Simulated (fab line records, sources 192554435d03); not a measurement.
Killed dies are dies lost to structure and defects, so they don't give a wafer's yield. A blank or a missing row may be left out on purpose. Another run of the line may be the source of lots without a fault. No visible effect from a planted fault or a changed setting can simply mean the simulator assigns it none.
fab line records    flow n5Finfet
record lots=7  wafers=21
route steps=1938 shown BEOL_M11@1565 BEOL_M13@1680 BEOL_M14@1716 BEOL_M15@1776 PASSIVATION@1930
startH: hours from the record's opening day to when the first of the lot's shown wafers began    waitH: hours since the lot's step before    " identical to the entry in the row above    L1.1+2: a single row standing in for several wafers    - either no value or no given start    * or withheld: withheld    < > ~ a bound
route shown NAME@n: NAME is a module with steps in the file, n the number in the route of the first one    usual: mean and standard deviation over wafers with no fault    same: alike in all rows    chamber/n: place in a boat    sites: each site's reading    _std_site: their standard deviation    _edge_site: the outer-site mean with the inner-site mean subtracted    radiusMm: how far each site lies from the wafer's centre    mask NAME#n: copy n    behind: tool/chamber where the wafer was last shaped    hold: why the lot went on hold/how many hours it stayed there/how the hold came to an end    device: which transistor (n, p or np) failed to switch    end of line: the tests these same wafers got at the end of their route    step lacking rows: just its recipe    killed: not the wafer's yield, but the dies lost to structure and defects at the first sort    map: a wafer's dies, x killed, . not, _ none there
set.NAME: the run value of the setting; set.NAME@STEP: its run value at that earlier step    model.NAME: the simulator's own value behind a step, which no gauge read
lots whose settings were changed on purpose; a table a step, a row a wafer
## steps
# step N5_BEOL_M11_EXPOSE_25
# recipe maskId=V10  na=1.35  sourceShape=annular  sigmaInner=0.5  sigmaOuter=0.8  polarization=unpolarized  doseMj=85.5
lot.wafer   tool            chamber  startH  waitH  mask   set.doseMj
L076.1+3    arfiScanner-01  0        245.30  -      V10#0  85.5
L076.4      "               0        "       "      V10#0  80.07
L079.2+6    arfiScanner-01  0        265.48  -      V10#0  88.99
L079.4      "               0        "       "      V10#0  85.5
L080.4+5+6  arfiScanner-01  0        275.97  -      V10#0  85.5
L081.1+3+6  arfiScanner-03  0        278.32  -      V10#0  85.5
L089.1+4    arfiScanner-03  0        323.22  -      V10#0  85.5
L089.5      "               0        "       "      V10#0  90.35
L093.1+2+5  arfiScanner-01  0        356.03  -      V10#0  85.5
L094.1      arfiScanner-03  0        373.62  -      V10#0  79.37
L094.2+4    "               0        "       "      V10#0  85.5
# step N5_BEOL_M11_PEB_26
# recipe pebTempC=withheld  pebTimeS=60  resist=CAR-ArF
# step N5_BEOL_M11_DEVELOP_27
# recipe developTimeS=30  developer=TMAH  resist=CAR-ArF  rinseLiquid=diw  dry=airSpin  devTempC=23
# step N5_BEOL_M11_CD_MEAS_28
# recipe targetCdNm=70  landingEnergyEv=500  detector=seInlens  polarity=opening
# usual cdNm=69.7/1.3
lot.wafer  tool      chamber  startH  waitH  set.doseMj@BEOL_M11_EXPOSE_25  cdNm
L076.1     cdSem-01  0        245.43  -      85.5                           69.0
L076.3     "         0        "       "      85.5                           68.3
L076.4     "         0        "       "      80.07                          63.4
L079.2     cdSem-03  0        265.60  -      88.99                          73.1
L079.4     "         0        "       "      85.5                           69.8
L079.6     "         0        "       "      88.99                          73.8
L080.4     cdSem-02  0        276.08  -      85.5                           69.6
L080.5     "         0        "       "      85.5                           69.9
L080.6     "         0        "       "      85.5                           67.5
L081.1     cdSem-01  0        278.46  -      85.5                           65.9
L081.3     "         0        "       "      85.5                           68.7
L081.6     "         0        "       "      85.5                           66.6
L089.1     cdSem-02  0        323.35  -      85.5                           69.0
L089.4     "         0        "       "      85.5                           70.5
L089.5     "         0        "       "      90.35                          73.4
L093.1     cdSem-03  0        356.16  -      85.5                           72.5
L093.2     "         0        "       "      85.5                           69.7
L093.5     "         0        "       "      85.5                           69.3
L094.1     cdSem-02  0        373.75  -      79.37                          61.8
L094.2     "         0        "       "      85.5                           70.2
L094.4     "         0        "       "      85.5                           68.1
# step N5_BEOL_M11_ETCH_66
# recipe chemistry=N2/H2  target=SOC  targetDepthA=1200  overetchA=240  maskMaterial=SiARC  tempC=40  timeS=180  ionEnergyEv=200  pressureMtorr=30  sourceW=840  biasW=150  n2FlowSccm=200  h2FlowSccm=200
lot.wafer  tool        chamber  startH  waitH  set.timeS  model.SiARC_of_BEOL_M11_COAT_64.thkNm
L076.1+3   rieDiel-02  2,1      245.60  0.0    180        22.4
L076.4     "           2        "       "      180        22.6
L079.2     rieDiel-06  2        265.77  0.0    180        22.4
L079.4     "           2        "       "      180        22.6
L079.6     "           0        "       "      180        22.8
L080.4     rieDiel-04  1        276.25  0.0    213.5      21.4
L080.5+6   "           3,0      "       "      213.5      21.6
L081.1     rieDiel-02  0        278.63  0.0    180        22.4
L081.3     "           2        "       "      169.1      23
L081.6     "           0        "       "      180        22.2
L089.1     rieDiel-04  3        323.62  0.0    180        22.8
L089.4+5   "           2,0      "       "      180        23
L093.1     rieDiel-02  1        356.34  0.0    180        22.2
L093.2+5   "           0        "       "      180        22.4
L094.1     rieDiel-06  0        373.92  0.0    180        22.4
L094.2     "           1        "       "      218.9      20.6
L094.4     "           3        "       "      180        22.2
# step N5_BEOL_M11_CURE_72
# recipe tempC=370  timeS=120  ambient=DMADMS/He  material=SiCOH_lowk
# usual lampPowerPct=52.31/0.059
lot.wafer  tool       chamber  startH  waitH  set.timeS  lampPowerPct
L076.1     uvCure-01  0        246.21  0.0    120        52.40
L076.3     "          0        "       "      141.7      51.32
L076.4     "          0        "       "      120        52.33
L079.2     uvCure-03  0        266.52  0.2    120        52.28
L079.4     "          0        "       "      120        52.25
L079.6     "          0        "       "      120        52.30
L080.4     uvCure-03  2        277.00  0.2    120        52.34
L080.5     "          2        "       "      120        52.40
L080.6     "          2        "       "      141.9      51.37
L081.1     uvCure-01  0        279.23  0.0    109.8      52.43
L081.3     "          0        "       "      120        52.21
L081.6     "          0        "       "      109.8      52.32
L089.1     uvCure-03  0        324.23  0.0    120        52.25
L089.4     "          0        "       "      120        52.27
L089.5     "          0        "       "      120        52.39
L093.1     uvCure-01  2        356.94  0.0    120        52.38
L093.2     "          2        "       "      120        52.33
L093.5     "          2        "       "      120        52.29
L094.1     uvCure-02  1        374.52  0.0    137.5      51.46
L094.2     "          1        "       "      120        52.32
L094.4     "          1        "       "      120        52.14
# step N5_BEOL_M13_COAT_65
# recipe resist=SOC  tempC=250  timeS=60  spinRpm=1500  resistThkNm=350
lot.wafer  tool           chamber  startH  waitH  set.spinRpm  model.SOC_of_BEOL_M13_COAT_65.thkNm
L076.1     lithoTrack-01  0        254.66  0.0    1416         363.6
L076.3     "              0        "       "      1500         351.8
L076.4     "              0        "       "      1500         351.6
L079.2     lithoTrack-05  0        276.16  0.0    1500         351
L079.4     "              0        "       "      1361         369.2
L079.6     "              0        "       "      1361         368.8
L080.4     lithoTrack-04  0        286.58  0.0    1331         369.2
L080.5     "              0        "       "      1500         349.4
L080.6     "              0        "       "      1500         348.4
L081.1+3   lithoTrack-04  0        289.83  0.0    1343         369.6
L081.6     "              0        "       "      1500         349.2
L089.1     lithoTrack-04  0        337.70  0.0    1355         368.2
L089.4     "              0        "       "      1500         349.6
L089.5     "              0        "       "      1355         367.8
L093.1     lithoTrack-04  0        367.21  0.0    1500         350
L093.2     "              0        "       "      1500         350.6
L093.5     "              0        "       "      1500         350.8
L094.1     lithoTrack-04  0        382.05  0.0    1407         361.6
L094.2     "              0        "       "      1407         362.2
L094.4     "              0        "       "      1500         350.8
# step N5_BEOL_M14_ILD_DEP_00
# recipe material=SiO2  targetThkA=11193  tempC=400  precursor=TEOS/O2  pressureTorr=6.5  rfW=900  teosFlowSccm=161.4  gas=O2  flowSccm=2650  timeS=237.4
lot.wafer   tool      chamber  startH  waitH  set.tempC
L076.1+3+4  pecvd-03  1,2,0    265.74  0.0    400
L079.2+4    pecvd-04  1        280.43  0.0    400
L079.6      "         2        "       "      397.2
L080.4+5    pecvd-03  1,0      289.42  0.1    400
L080.6      "         2        "       "      407.1
L081.1+6    pecvd-01  1,2      292.69  0.0    402.4
L081.3      "         2        "       "      400
L089.1      pecvd-03  0        344.24  0.0    392.3
L089.4+5    "         1,0      "       "      400
L093.1+2+5  pecvd-03  1,2,0    371.36  0.0    400
L094.1+2    pecvd-04  0,1      386.26  0.0    400
L094.4      "         1        "       "      404.6
# step N5_BEOL_M14_COAT_04
# recipe spinRpm=1704  resistThkNm=800
lot.wafer  tool           chamber  startH  waitH  set.spinRpm  model.coat_of_BEOL_M14_COAT_04.thkNm
L076.1     lithoTrack-04  0        -       -      1757         787.2
L076.3     "              0        "       "      1757         790.4
L076.4     "              0        "       "      1704         805
L079.2     lithoTrack-03  0        -       -      1704         799.8
L079.4     "              0        "       "      1704         802.8
L079.6     "              0        "       "      1704         800
L080.4     lithoTrack-04  0        -       -      1775         784.6
L080.5     "              0        "       "      1704         799.6
L080.6     "              0        "       "      1704         802
L081.1     lithoTrack-03  0        -       -      1704         798.6
L081.3     "              0        "       "      1704         800.4
L081.6     "              0        "       "      1704         799.8
L089.1     lithoTrack-03  0        -       -      1862         765.4
L089.4     "              0        "       "      1704         800.6
L089.5     "              0        "       "      1704         797.6
L093.1     lithoTrack-02  0        -       -      1704         801.2
L093.2     "              0        "       "      1704         798.4
L093.5     "              0        "       "      1704         799.6
L094.1     lithoTrack-03  0        -       -      1704         802.4
L094.2     "              0        "       "      1704         803.2
L094.4     "              0        "       "      1704         801.2
# step N5_BEOL_M14_EBR_06
# recipe solvent=PGMEA  ebrWidthMm=1.5
# step N5_BEOL_M14_SOFTBAKE_05
# recipe tempC=130  timeS=60
# step N5_BEOL_M14_DESCUM_15
# recipe chemistry=O2  timeS=7.9  sourcePowerW=50  biasPowerW=20  pressureMtorr=20  rfFrequencyHz=2.712e+07  tempC=40  o2FlowSccm=225
# step N5_BEOL_M14_ETCH_59
# recipe chemistry=N2/H2  target=BARC  targetDepthA=890  overetchA=267  timeS=67.9  ionEnergyEv=200  pressureMtorr=30  sourceW=840  biasW=150  n2FlowSccm=200  h2FlowSccm=200
lot.wafer  tool        chamber  startH  waitH  set.spinRpm@BEOL_M14_COAT_04  model.coat_of_BEOL_M14_COAT_04.thkNm
L076.1     rieDiel-05  3        266.49  0.0    1757                          706
L076.3     "           1        "       "      1757                          709.6
L076.4     "           1        "       "      1704                          723.6
L079.2     rieDiel-03  0        281.39  0.0    1704                          718.8
L079.4     "           2        "       "      1704                          717.8
L079.6     "           3        "       "      1704                          720.8
L080.4     rieDiel-01  3        290.41  0.0    1775                          704
L080.5     "           1        "       "      1704                          713.8
L080.6     "           2        "       "      1704                          718.4
L081.1     rieDiel-01  2        293.32  0.0    1704                          715
L081.3     "           0        "       "      1704                          718.8
L081.6     "           2        "       "      1704                          716.2
L089.1     rieDiel-03  0        345.03  0.0    1862                          686.4
L089.4     "           1        "       "      1704                          716.2
L089.5     "           3        "       "      1704                          719.6
L093.1     rieDiel-01  2        372.11  0.0    1704                          717.6
L093.2     "           1        "       "      1704                          713
L093.5     "           1        "       "      1704                          714
L094.1     rieDiel-03  0        386.95  0.0    1704                          720.6
L094.2     "           2        "       "      1704                          718.6
L094.4     "           3        "       "      1704                          722.6
# step N5_BEOL_M14_VIA_ETCH_16
# recipe chemistry=C4F8/O2/Ar  target=SiO2  heInnerTorr=15  heOuterTorr=30  targetDepthA=12313  timeS=withheld  ionEnergyEv=800  pressureMtorr=20  sourceW=1905  biasW=2040  Ar_flow_sccm=400  C4F8_flow_sccm=16  O2_flow_sccm=12  ends=cleared
lot.wafer  tool        chamber  startH  waitH  set.tempC@BEOL_M14_ILD_DEP_00  set.spinRpm@BEOL_M14_COAT_04  model.coat_of_BEOL_M14_COAT_04.thkNm
L076.1     rieDiel-05  3        266.54  0.0    400                            1757                          439.2
L076.3     "           1        "       "      400                            1757                          440.8
L076.4     "           1        "       "      400                            1704                          450.8
L079.2     rieDiel-03  0        281.44  0.0    400                            1704                          457.8
L079.4     "           2        "       "      400                            1704                          453.6
L079.6     "           3        "       "      397.2                          1704                          454
L080.4     rieDiel-01  3        290.46  0.0    400                            1775                          433.8
L080.5     "           1        "       "      400                            1704                          452
L080.6     "           2        "       "      407.1                          1704                          461.2
L081.1     rieDiel-01  2        293.37  0.0    402.4                          1704                          451
L081.3     "           0        "       "      400                            1704                          444.4
L081.6     "           2        "       "      402.4                          1704                          445
L089.1     rieDiel-03  0        345.08  0.0    392.3                          1862                          408.6
L089.4     "           1        "       "      400                            1704                          462.2
L089.5     "           3        "       "      400                            1704                          460.2
L093.1     rieDiel-01  2        372.16  0.0    400                            1704                          456.4
L093.2     "           1        "       "      400                            1704                          449
L093.5     "           1        "       "      400                            1704                          449.2
L094.1     rieDiel-03  0        387.01  0.0    400                            1704                          458.8
L094.2     "           2        "       "      400                            1704                          456.6
L094.4     "           3        "       "      404.6                          1704                          471.6
# step N5_BEOL_M15_COAT_04
# recipe spinRpm=1704  resistThkNm=800
lot.wafer  tool           chamber  startH  waitH  set.spinRpm  model.coat_of_BEOL_M15_COAT_04.thkNm
L076.1     lithoTrack-01  0        -       -      1802         779.8
L076.3     "              0        "       "      1802         780
L076.4     "              0        "       "      1704         802.4
L079.2     lithoTrack-05  0        -       -      1704         800.4
L079.4     "              0        "       "      1635         818
L079.6     "              0        "       "      1704         797.8
L080.4     lithoTrack-01  0        -       -      1704         800.6
L080.5     "              0        "       "      1704         799.8
L080.6     "              0        "       "      1704         798.8
L081.1     lithoTrack-01  0        -       -      1704         805.6
L081.3     "              0        "       "      1704         804.2
L081.6     "              0        "       "      1704         802.6
L089.1     lithoTrack-03  0        -       -      1824         776.6
L089.4     "              0        "       "      1824         775.8
L089.5     "              0        "       "      1824         776.8
L093.1     lithoTrack-01  0        -       -      1704         803.4
L093.2     "              0        "       "      1704         802
L093.5     "              0        "       "      1704         800.6
L094.1     lithoTrack-03  0        -       -      1649         812
L094.2     "              0        "       "      1704         800.6
L094.4     "              0        "       "      1704         798.2
# step N5_BEOL_M15_EBR_06
# recipe solvent=PGMEA  ebrWidthMm=1.5
# step N5_BEOL_M15_SOFTBAKE_05
# recipe tempC=130  timeS=60
# step N5_BEOL_M15_DESCUM_15
# recipe chemistry=O2  timeS=7.9  sourcePowerW=50  biasPowerW=20  pressureMtorr=20  rfFrequencyHz=2.712e+07  tempC=40  o2FlowSccm=225
# step N5_BEOL_M15_ETCH_59
# recipe chemistry=N2/H2  target=BARC  targetDepthA=890  overetchA=267  timeS=67.9  ionEnergyEv=200  pressureMtorr=30  sourceW=840  biasW=150  n2FlowSccm=200  h2FlowSccm=200
lot.wafer  tool        chamber  startH  waitH  set.spinRpm@BEOL_M15_COAT_04  model.coat_of_BEOL_M15_COAT_04.thkNm
L076.1     rieDiel-04  2        281.96  0.0    1802                          699
L076.3     "           0        "       "      1802                          701.6
L076.4     "           1        "       "      1704                          722.8
L079.2     rieDiel-04  3        286.74  0.0    1704                          717.4
L079.4     "           1        "       "      1635                          738.6
L079.6     "           0        "       "      1704                          718.4
L080.4+5   rieDiel-02  2        298.61  0.0    1704                          713.8
L080.6     "           3        "       "      1704                          715
L081.1     rieDiel-02  2        301.70  0.0    1704                          720.4
L081.3     "           1        "       "      1704                          722.2
L081.6     "           2        "       "      1704                          717
L089.1     rieDiel-02  2        351.35  0.0    1824                          692.8
L089.4     "           3        "       "      1824                          694.8
L089.5     "           0        "       "      1824                          692.4
L093.1     rieDiel-02  1        376.79  0.0    1704                          720.8
L093.2     "           0        "       "      1704                          718.8
L093.5     "           1        "       "      1704                          718
L094.1     rieDiel-04  0        394.40  0.0    1649                          733.2
L094.2     "           1        "       "      1704                          721.6
L094.4     "           1        "       "      1704                          719.4
# step N5_BEOL_M15_SPUTTER_43
# recipe material=TaN  targetThkA=150  tempC=50  biasV=168.6  powerW=15000  chamberPressurePa=0.12  timeS=24.19
lot.wafer   tool           chamber  startH  waitH  set.powerW  model.TaN_of_BEOL_M15_SPUTTER_43.thkNm
L076.1      pvdSputter-01  -        284.70  0.0    15000       15
L076.3      "              -        "       "      15000       14.8
L076.4      "              -        "       "      15000       15.2
L079.2+4    pvdSputter-03  -        289.20  0.0    15000       14.4
L079.6      "              -        "       "      17500       16.8
L080.4      pvdSputter-03  -        301.09  0.0    15910       16
L080.5      "              -        "       "      15910       15.8
L080.6      "              -        "       "      15000       15
L081.1+3    pvdSputter-03  -        304.03  0.0    13490       13.4
L081.6      "              -        "       "      15000       15
L089.1+4    pvdSputter-03  -        354.70  0.0    15000       14.8
L089.5      "              -        "       "      13810       14
L093.1+2+5  pvdSputter-02  -        384.71  0.0    15000       15
L094.1      pvdSputter-02  -        398.19  0.0    15750       15.6
L094.2      "              -        "       "      15000       15.2
L094.4      "              -        "       "      15000       14.8
# step N5_BEOL_M15_SPUTTER_44
# recipe material=Ta  targetThkA=150  tempC=50  biasV=80  powerW=15000  chamberPressurePa=0.07  timeS=24.19
lot.wafer   tool           chamber  startH  waitH  set.powerW  model.Ta_of_BEOL_M15_SPUTTER_44.thkNm
L076.1      pvdSputter-01  -        284.78  0.0    15000       14.8
L076.3      "              -        "       "      13620       13.6
L076.4      "              -        "       "      13620       13.4
L079.2      pvdSputter-03  -        289.28  0.0    15000       15.2
L079.4      "              -        "       "      16050       16.2
L079.6      "              -        "       "      16050       16.4
L080.4+5+6  pvdSputter-03  -        301.17  0.0    15000       15.4
L081.1+6    pvdSputter-03  -        304.11  0.0    12370       12.4
L081.3      "              -        "       "      15000       15
L089.1+5    pvdSputter-03  -        354.78  0.0    15000       15.4
L089.4      "              -        "       "      13320       14
L093.1      pvdSputter-02  -        384.79  0.0    15000       14.6
L093.2+5    "              -        "       "      15000       15
L094.1      pvdSputter-02  -        398.27  0.0    13000       12.6
L094.2+4    "              -        "       "      15000       15
# step N5_PASSIVATION_ETCH_54
# recipe chemistry=CHF3/O2  target=SiO2  targetDepthA=8800  CHF3_flow_sccm=50  O2_flow_sccm=5  Ar_flow_sccm=200  timeS=440  maskMaterial=PR  pressureMtorr=30  sourceW=650  biasW=170  ionEnergyEv=200
lot.wafer  tool        chamber  startH  waitH  set.timeS  model.etch.depthNm  model.PASSIVATION.featureDepthNm
L076.1     rieDiel-03  3        300.05  0.1    391.8      750.5               750.6
L076.3     "           1        "       "      440        899.4               899.4
L076.4     "           2        "       "      391.8      812.3               812.2
L079.2     rieDiel-01  0        304.52  0.1    399.8      790.7               790.6
L079.4     "           3        "       "      399.8      785.3               785.4
L079.6     "           1        "       "      399.8      835.5               835.4
L080.4     rieDiel-01  3        316.26  0.1    440        862.3               862.2
L080.5     "           1        "       "      513.6      1076                1076
L080.6     "           2        "       "      440        890.4               890.4
L081.1     rieDiel-05  2        317.17  0.1    440        915.4               915.4
L081.3     "           0        "       "      365.8      735.3               735.2
L081.6     "           1        "       "      365.8      730.5               730.4
L089.1     rieDiel-01  3        371.72  0.1    440        859.7               859.8
L089.4     "           2        "       "      533        1080                1080
L089.5     "           1        "       "      440        908.4               908.4
L093.1     rieDiel-05  3        400.24  0.1    440        881.2               881.2
L093.2     "           2        "       "      440        904.5               904.6
L093.5     "           0        "       "      440        867.6               867.6
L094.1     rieDiel-03  1        408.65  0.1    440        893.6               893.6
L094.2     "           3        "       "      440        839.9               839.8
L094.4     "           3        "       "      440        840.6               840.6
## key
split step=N5_BEOL_M11_EXPOSE_25  setting=doseMj  stated=85.5  by=wafer
response step=N5_BEOL_M11_CD_MEAS_28  reading=cdNm  change=+0.865  per=1%  r=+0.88
split step=N5_BEOL_M11_ETCH_66  setting=timeS  stated=180  by=wafer
response step=N5_BEOL_M11_ETCH_66  reading=model.SiARC_of_BEOL_M11_COAT_64.thkNm  change=-0.0814  per=1%  r=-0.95
split step=N5_BEOL_M11_CURE_72  setting=timeS  stated=120  by=wafer
response step=N5_BEOL_M11_CURE_72  reading=lampPowerPct  change=*  per=1%  r=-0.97
split step=N5_BEOL_M13_COAT_65  setting=spinRpm  stated=1500  by=wafer
response step=N5_BEOL_M13_COAT_65  reading=model.SOC_of_BEOL_M13_COAT_65.thkNm  change=-1.9  per=1%  r=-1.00
split step=N5_BEOL_M14_ILD_DEP_00  setting=tempC  stated=400  by=wafer
response step=N5_BEOL_M14_VIA_ETCH_16  reading=model.coat_of_BEOL_M14_COAT_04.thkNm  slope=+7.23  per=1%  togetherWith=spinRpm@BEOL_M14_COAT_04  explained=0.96
split step=N5_BEOL_M14_COAT_04  setting=spinRpm  stated=1704  by=wafer
response step=N5_BEOL_M14_COAT_04  reading=model.coat_of_BEOL_M14_COAT_04.thkNm  change=-3.81  per=1%  r=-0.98
response step=N5_BEOL_M14_ETCH_59  reading=model.coat_of_BEOL_M14_COAT_04.thkNm  change=-3.47  per=1%  r=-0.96
response step=N5_BEOL_M14_VIA_ETCH_16  reading=model.coat_of_BEOL_M14_COAT_04.thkNm  change=-5.45  per=1%  r=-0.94
split step=N5_BEOL_M15_COAT_04  setting=spinRpm  stated=1704  by=wafer
response step=N5_BEOL_M15_COAT_04  reading=model.coat_of_BEOL_M15_COAT_04.thkNm  change=-4.12  per=1%  r=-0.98
response step=N5_BEOL_M15_ETCH_59  reading=model.coat_of_BEOL_M15_COAT_04.thkNm  change=-4.24  per=1%  r=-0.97
split step=N5_BEOL_M15_SPUTTER_43  setting=powerW  stated=15000  by=wafer
response step=N5_BEOL_M15_SPUTTER_43  reading=model.TaN_of_BEOL_M15_SPUTTER_43.thkNm  change=+0.141  per=1%  r=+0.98
split step=N5_BEOL_M15_SPUTTER_44  setting=powerW  stated=15000  by=wafer
response step=N5_BEOL_M15_SPUTTER_44  reading=model.Ta_of_BEOL_M15_SPUTTER_44.thkNm  change=+0.152  per=1%  r=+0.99
split step=N5_PASSIVATION_ETCH_54  setting=timeS  stated=440  by=wafer
response step=N5_PASSIVATION_ETCH_54  reading=model.etch.depthNm  change=+10.5  per=1%  r=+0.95
response step=N5_PASSIVATION_ETCH_54  reading=model.PASSIVATION.featureDepthNm  change=+10.5  per=1%  r=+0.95
